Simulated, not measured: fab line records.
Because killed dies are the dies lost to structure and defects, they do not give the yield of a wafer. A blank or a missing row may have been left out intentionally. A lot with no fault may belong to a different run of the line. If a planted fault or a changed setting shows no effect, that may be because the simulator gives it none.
fab line records -- flow n5Finfet
[record] lots = 5, wafers = 14, lastDay = 18
route steps=1938 shown MOL_CONTACT_COAG@625 BEOL_M0_SAQP@632 BEOL_M4@1111
lots that met no fault: taken from a fault-free run of the same line
startH: start of the lot's first displayed wafer, in hours after the record's first day -- waitH: time in hours since the lot's previous step -- " the same as in the row above -- L1.1+2: several wafers, shown together as one row -- - either no value or no given start -- * or withheld: withheld -- < > ~ a bound
route shown NAME@n: NAME is a module with steps in the file, n the number in the route of the first one -- usual: mean and standard deviation over wafers with no fault -- same: alike in all rows -- chamber/n: place in a boat -- sites: readings site by site -- _std_site: their standard deviation -- _edge_site: inner sites' mean taken away from outer sites' mean -- radiusMm: how far each site lies from the wafer's centre -- mask NAME#n: copy n -- behind: the tool/chamber that last shaped the wafer -- hold: why the lot was held/for how many hours/how that ended -- device: transistor that didn't switch, given as n, p or np -- end of line: tests run on the same wafers once the route is complete -- a step with no rows: only its recipe -- killed: the dies lost at the first sort to structure and to defects; this is not the yield of the wafer -- map: shows each die of a wafer: x if killed, . if not, _ if none is there
set.NAME: the setting the step ran with; set.NAME@STEP: the setting that earlier step ran with -- model.NAME: the simulator's own value behind a step, which no gauge read
a table for each step, a row for each wafer; lots at some steps of the route
services: a tool's chamber out of use, with start hour (startH, from the record's first day; less than 0 if before it), hours out, and reason
[[steps]]
[step N5_MOL_CONTACT_COAG_PRECLEAN_127]
[recipe] chemistry = DIW, timeS = 57.5, tempC = 23
[step N5_MOL_CONTACT_COAG_SRD_128]
[recipe] dryTimeS = 32, dry = n2Spin, spinRpm = 1500
[step N5_MOL_CONTACT_COAG_CMP_52]
[recipe] stopOn = SiO2, tOverpolishS = 1.5, postCmpClean = wDiluteNh4oh, downForcePsi = 4, platenRpm = 50.289, padVelocityMS = 1.0006, targetThkNm = 66.5
[step N5_MOL_CONTACT_COAG_ANNEAL_112]
[recipe] tempC = 400, timeS = 1800, ambient = HPD2, pressureAtm = 10
[step N5_BEOL_M0_SAQP_PECVD_00]
[recipe] material = SiCN, targetThkA = 80, tempC = withheld, precursor = 3MS/NH3, pressureTorr = 3, rfW = 202, timeS = 14
[step N5_BEOL_M0_SAQP_ILD_DEP_01]
[recipe] material = SiOC, targetThkA = 454.19, tempC = 350, precursor = DEMS/O2, pressureTorr = 5, rfW = 500, timeS = 8.7
[step N5_BEOL_M0_SAQP_HM_DEP_02]
[recipe] material = TiN, targetThkA = 120, tempC = 25, chamberPressurePa = 0.49996
[step N5_BEOL_M0_SAQP_PECVD_03]
[recipe] material = SiCN, targetThkA = 120, tempC = withheld, precursor = 3MS/NH3, pressureTorr = 3, rfW = 202, timeS = 21.1
[step N5_BEOL_M0_SAQP_PECVD_96]
[recipe] material = a-Si, targetThkA = 450, tempC = 350, precursor = SiH4/He, pressureTorr = 3, rfW = 100, timeS = 45.2
[step N5_BEOL_M0_SAQP_PECVD_97]
[recipe] material = SiNx, targetThkA = 230, tempC = 350, precursor = SiH4/NH3/N2, pressureTorr = 1.5, rfW = 300, timeS = 19.9
[usual] heaterPowerW = 553/80, showerheadPlenumPTorr = 5.15/0.038, throttleValvePct = 40.3/2.9
lot.wafer,tool,chamber,startH,waitH,heaterPowerW,showerheadPlenumPTorr,throttleValvePct,model.SiNx_of_BEOL_M0_SAQP_PECVD_97.thkNm
L959.1,pecvd-02,2,108.67,0.0,620,5.18,36.6,22.6
L959.4,pecvd-02,1,108.67,0.0,490,5.16,42.8,22.8
L959.6,pecvd-02,2,108.67,0.0,644,5.18,36.7,22.8
L968.1,pecvd-02,0,166.02,0.0,494,5.18,43.9,23
L968.3,pecvd-02,1,166.02,0.0,476,5.17,42.7,22.6
L968.4,pecvd-02,0,166.02,0.0,489,5.16,43.9,17
L969.2,pecvd-02,1,169.32,0.0,486,5.16,42.6,16.6
L969.5,pecvd-02,2,169.32,0.0,577,5.18,37.1,23.2
L970.3,pecvd-02,0,173.31,0.0,492,5.17,43.8,23.2
L970.4,pecvd-02,1,173.31,0.0,539,5.16,42.4,17
L970.6,pecvd-02,0,173.31,0.0,483,5.17,43.6,23.8
L974.3,pecvd-03,0,198.26,0.0,640,5.14,44.3,23.2
L974.4,pecvd-03,0,198.26,0.0,640,5.13,44.2,23
L974.5,pecvd-03,2,198.26,0.0,523,5.12,36.9,23.2
[step N5_BEOL_M0_SAQP_PECVD_04]
[recipe] material = a-Si, targetThkA = 600, tempC = 350, precursor = SiH4/He, pressureTorr = 3, rfW = 100, timeS = 60.2
[step N5_BEOL_M0_SAQP_HM_DEP_111]
[recipe] material = SiO2, targetThkA = 120, tempC = 400, precursor = SiH4/N2O, pressureTorr = 0.75, rfW = 275, timeS = 7.2
[step N5_BEOL_M0_SAQP_COAT_81]
[recipe] resist = SOC, tempC = 250, timeS = 60, spinRpm = 1500, resistThkNm = 100
[step N5_BEOL_M0_SAQP_COAT_82]
[recipe] resist = SiARC, tempC = 220, timeS = 60, spinRpm = 1500, resistThkNm = 30
[step N5_BEOL_M0_SAQP_COAT_08]
[recipe] resist = CAR-ArF, spinRpm = 1500, resistThkNm = 90
[step N5_BEOL_M0_SAQP_EBR_10]
[recipe] solvent = PGMEA, ebrWidthMm = 1.5
[step N5_BEOL_M0_SAQP_SOFTBAKE_09]
[recipe] tempC = 110, timeS = 60, resist = CAR-ArF
[step N5_BEOL_M0_SAQP_EXPOSE_11]
[recipe] maskId = M0_CORE, na = 1.35, sourceShape = dipole, sigmaInner = 0.538, sigmaOuter = 0.738, polarization = te, targetCdNm = 42, doseMj = 55
[step N5_BEOL_M0_SAQP_PEB_12]
[recipe] pebTempC = withheld, pebTimeS = 60, resist = CAR-ArF
[step N5_BEOL_M0_SAQP_DEVELOP_13]
[recipe] developTimeS = 30, developer = TMAH, resist = CAR-ArF, devTempC = 23, rinseLiquid = diw, dry = airSpin
[step N5_BEOL_M0_SAQP_DESCUM_19]
[recipe] chemistry = O2, timeS = 7.9, sourcePowerW = 50, biasPowerW = 20, pressureMtorr = 20, rfFrequencyHz = 2.712e+07, tempC = 40, resist = CAR-ArF, o2FlowSccm = 225
[step N5_BEOL_M0_SAQP_ETCH_83]
[recipe] chemistry = CF4, target = SiARC, targetDepthA = 390, maskMaterial = CAR-ArF, timeS = 65, ionEnergyEv = 80, pressureMtorr = 40, sourceW = 545, biasW = 36, Ar_flow_sccm = 100, cf4FlowSccm = 100, ends = cleared
[step N5_BEOL_M0_SAQP_ETCH_84]
[recipe] chemistry = N2/H2, target = SOC, targetDepthA = 1000, overetchA = 200, maskMaterial = SiARC, tempC = 40, timeS = 150, ionEnergyEv = 200, pressureMtorr = 30, sourceW = 840, biasW = 150, n2FlowSccm = 200, h2FlowSccm = 200
[step N5_BEOL_M0_SAQP_STRIP_80]
[recipe] chemistry = N2/H2, tempC = 40, n2FlowSccm = 200, h2FlowSccm = 200, rfFrequencyHz = 6e+07
[step N5_BEOL_M0_SAQP_HM_OPEN_112]
[recipe] chemistry = CHF3/O2, target = SiO2, stopOn = a-Si, targetDepthA = 120, overEtchFrac = 1.25, maskMaterial = SOC, timeS = 13.5, pressureMtorr = 30, sourceW = 650, biasW = 170, Ar_flow_sccm = 200, CHF3_flow_sccm = 50, O2_flow_sccm = 5, ionEnergyEv = 200, ends = endPoint
[step N5_BEOL_M0_SAQP_STRIP_113]
[recipe] chemistry = CHF3/O2, resist = SiARC, rfFrequencyHz = 6e+07
[step N5_BEOL_M0_SAQP_MANDREL_ETCH_20]
[recipe] targetDepthA = 600, chemistry = HBr/Cl2, target = a-Si, stopOn = SiNx, btTimeS = 10, maskMaterial = SOC, overEtchFrac = 0.5, timeS = 30, pressureMtorr = 10, icpW = 800, biasW = 75, HBr_flow_sccm = 150, Cl2_flow_sccm = 80, ends = endPoint
[step N5_BEOL_M0_SAQP_STRIP_86]
[recipe] chemistry = N2/H2, powerW = 500, tempC = 40, pressureMtorr = 50, rfFrequencyHz = 6e+07, overashFraction = 0.3, biasPowerW = 28, h2Frac = 0.5, n2FlowSccm = 300, h2FlowSccm = 300
[step N5_BEOL_M0_SAQP_STRIP_115]
[recipe] chemistry = postEtchResidueRemover, timeS = 60, tempC = 25, removerPh = withheld, removerWaterWtPct = withheld, removerFluorideWtPct = withheld
[step N5_BEOL_M0_SAQP_SRD_93]
[recipe] dry = ipaMarangoni, timeS = 30, tempC = 23, rinseLiquid = diw
[step N5_BEOL_M0_SAQP_RECESS_114]
[recipe] chemistry = HF/NH3, target = SiO2, targetDepthA = 144, afsCycles = 3, tempC = 30, sublimationTempC = 180, sublimationTimeS = 60
[step N5_BEOL_M0_SAQP_SPACER1_ALD_98]
[recipe] material = SiO2, targetThkA = 128, tempC = 300, aldPrecursorFamily = BDEAS, aldCoReactant = O2-plasma, pulseTimeS = 1, purgeTimeS = 2, coReactantPurgeTimeS = 2, aldCycles = 138, pressureTorr = 2
[step N5_BEOL_M0_SAQP_SPACER1_ETCHBACK_99]
[recipe] chemistry = CHF3/O2, mode = anisotropicEtchback, target = SiO2, targetDepthA = 154, timeS = 7.7, pressureMtorr = 30, sourceW = 650, biasW = 170, Ar_flow_sccm = 200, CHF3_flow_sccm = 50, O2_flow_sccm = 5, ionEnergyEv = 200
[step N5_BEOL_M0_SAQP_MANDREL1_REMOVE_100]
[recipe] chemistry = HBr/Cl2/O2, btTimeS = 10, target = a-Si, stopOn = SiNx, endpoint = OES-SiCl, overEtchFrac = 0.85, icpW = 600, biasW = 30, HBr_flow_sccm = 150, Cl2_flow_sccm = 80, O2_flow_sccm = 5, pressureMtorr = 10
[step N5_BEOL_M0_SAQP_ETCH_106]
[recipe] chemistry = N2/H2, target = SOC, targetDepthA = 1500, stopOn = SiNx, ionEnergyEv = 100, biasW = 61, pressureMtorr = 30, sourceW = 850, n2FlowSccm = 200, h2FlowSccm = 200
[usual] chamberPressureMTorr = 29.995/0.028, drypumpMotorCurrentA = 5.4/0.45, oesProductAu = 0.74/0.053, rfVppV = 241.3/1.2, showerheadPlenumPTorr = 2.60/0.076, throttleValvePct = 17.87/0.25
lot.wafer,tool,chamber,startH,waitH,chamberPressureMTorr,drypumpMotorCurrentA,oesProductAu,rfHoursCounterH,rfVppV,showerheadPlenumPTorr,throttleValvePct,model.SiNx_of_BEOL_M0_SAQP_PECVD_97.thkNm
L959.1,rieDiel-04,2,111.65,-,29.976,5.5,0.73,169,242.6,2.53,17.88,14.8
L959.4,rieDiel-04,1,111.65,-,30.032,6.1,0.68,212,239.6,2.41,17.81,15
L959.6,rieDiel-04,3,111.65,-,29.987,5.7,0.77,-,240.2,2.55,17.65,15
L968.1,rieDiel-04,0,169.08,-,30.025,6.1,0.68,242,242.2,2.61,18.18,15.2
L968.3,rieDiel-04,2,169.08,-,29.965,5.5,0.71,186,242.3,2.52,17.89,14.8
L968.4,rieDiel-04,1,169.08,-,30.039,6.1,0.67,230,239.8,2.41,17.85,9.2
L969.2,rieDiel-02,2,173.45,-,30.014,4.8,0.83,71,241.9,2.69,18.31,8.8
L969.5,rieDiel-02,0,173.45,-,30.018,5.1,0.68,-,242.3,2.64,17.98,15.6
L970.3,rieDiel-01,3,176.80,-,29.948,4.7,0.73,169,241.0,2.64,17.63,15.6
L970.4,rieDiel-01,2,176.80,-,30.050,5.0,0.75,152,239.0,2.54,17.90,9.2
L970.6,rieDiel-01,0,176.80,-,30.022,5.5,0.75,-,242.1,2.65,17.64,16.2
L974.3,rieDiel-04,1,201.45,-,29.926,6.1,0.67,238,239.9,2.40,17.87,15.4
L974.4,rieDiel-04,1,201.45,-,29.986,6.1,0.67,-,240.7,2.40,17.86,15.2
L974.5,rieDiel-04,2,201.45,-,29.983,5.5,0.70,-,239.3,2.52,17.92,15.6
[step N5_BEOL_M4_RC_MEAS_101]
[usual] DIBL_N = 36.3/1.2, DIBL_P = 36.3/1.4, IOFF_N = 0.160/0.02, IOFF_P = 0.210/0.025, ION_N = 675/9.5, ION_P = 462/7, SS_N = 71.5/0.53, SS_P = 73.4/0.55, VT_N = 249.5/2.6, VT_P = -250.1/2.9
lot.wafer,tool,chamber,startH,waitH,DIBL_N[mV/V],DIBL_P[mV/V],IOFF_N[nA/um],IOFF_P[nA/um],ION_N[uA/um],ION_P[uA/um],SS_N[mV/dec],SS_P[mV/dec],VT_N[mV],VT_P[mV]
L959.1,prober-01,0,195.39,0.0,35.0,35.3,0.150,0.209,678,459,72.3,73.5,250.5,-252.0
L959.4,prober-01,0,195.39,0.0,34.1,34.4,0.142,0.201,672,465,71.1,72.3,250.3,-247.2
L959.6,prober-01,0,195.39,0.0,34.8,35.4,0.149,0.209,670,461,71.4,73.3,252.1,-248.5
L968.1,prober-02,0,247.75,0.0,35.8,35.6,0.148,0.217,670,466,71.9,72.8,251.2,-247.0
L968.3,prober-02,0,247.75,0.0,35.3,35.3,0.147,0.226,661,465,72.0,73.2,248.9,-248.3
L968.4,prober-02,0,247.75,0.0,37.4,37.4,0.188,0.253,670,466,72.8,73.0,244.6,-247.5
L969.2,prober-01,0,266.73,0.2,35.7,34.4,0.146,0.208,672,463,70.5,72.9,249.7,-247.3
L969.5,prober-01,0,266.73,0.2,38.0,37.1,0.197,0.260,687,479,71.3,74.1,245.6,-245.5
L970.3,prober-02,0,283.28,0.3,36.1,35.6,0.153,0.206,670,455,72.4,74.4,250.6,-252.6
L970.4,prober-02,0,283.28,0.3,35.7,35.1,0.140,0.183,656,457,71.8,73.2,254.5,-253.1
L970.6,prober-02,0,283.28,0.3,34.8,35.5,0.134,0.198,680,465,71.3,73.1,250.1,-254.4
L974.3,prober-01,0,317.53,0.3,34.9,35.9,0.144,0.179,679,466,71.6,72.7,252.2,-254.4
L974.4,prober-01,0,317.53,0.3,37.2,38.5,0.188,0.213,680,461,71.4,73.2,248.3,-250.6
L974.5,prober-01,0,317.53,0.3,36.2,36.9,0.161,0.192,680,462,71.5,73.6,250.7,-250.8
[[services]]
tool,chamber,startH,hours,kind
rieDiel-04,3,87.56,2.5,repair
rieDiel-02,0,100.91,6.0,repair
pecvd-03,1,107.02,5.0,scheduledDown
rieDiel-02,2,137.47,6.3,repair
rieDiel-02,3,164.68,12.2,repair
pecvd-03,-,178.18,2.7,repair
rieDiel-04,1,180.16,11.0,repair
rieDiel-04,0,191.20,-,clean
rieDiel-04,0,191.20,-,consumableReplace:focusRing
rieDiel-04,0,191.20,20.1,scheduledDown
rieDiel-04,0,191.20,20.1,ventCycle
rieDiel-02,-,195.75,0.3,repair
[[key]]
firstSign none at tools or gauges
[modelEffect] step = N5_BEOL_M0_SAQP_PECVD_97, value = SiNx_of_BEOL_M0_SAQP_PECVD_97.thkNm, without = 23.13, struck = 16.87
[modelEffect] step = N5_BEOL_M0_SAQP_ETCH_106, value = SiNx_of_BEOL_M0_SAQP_PECVD_97.thkNm, without = 15.47, struck = 9.067
metAt N5_BEOL_M0_SAQP_PECVD_97
struckWafers L968.4,L969.2,L970.4
onsetBetween 108.67 166.02
[fault] kind = processParameterDrift, tool = pecvd-02, chamber = -, onsetH = 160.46, steps = N5_BEOL_M0_SAQP_PECVD_97, channel = timeS, offset = *, shape = step, endH = 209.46, scope = struckWafersOnly, actsIn = *, stated = *
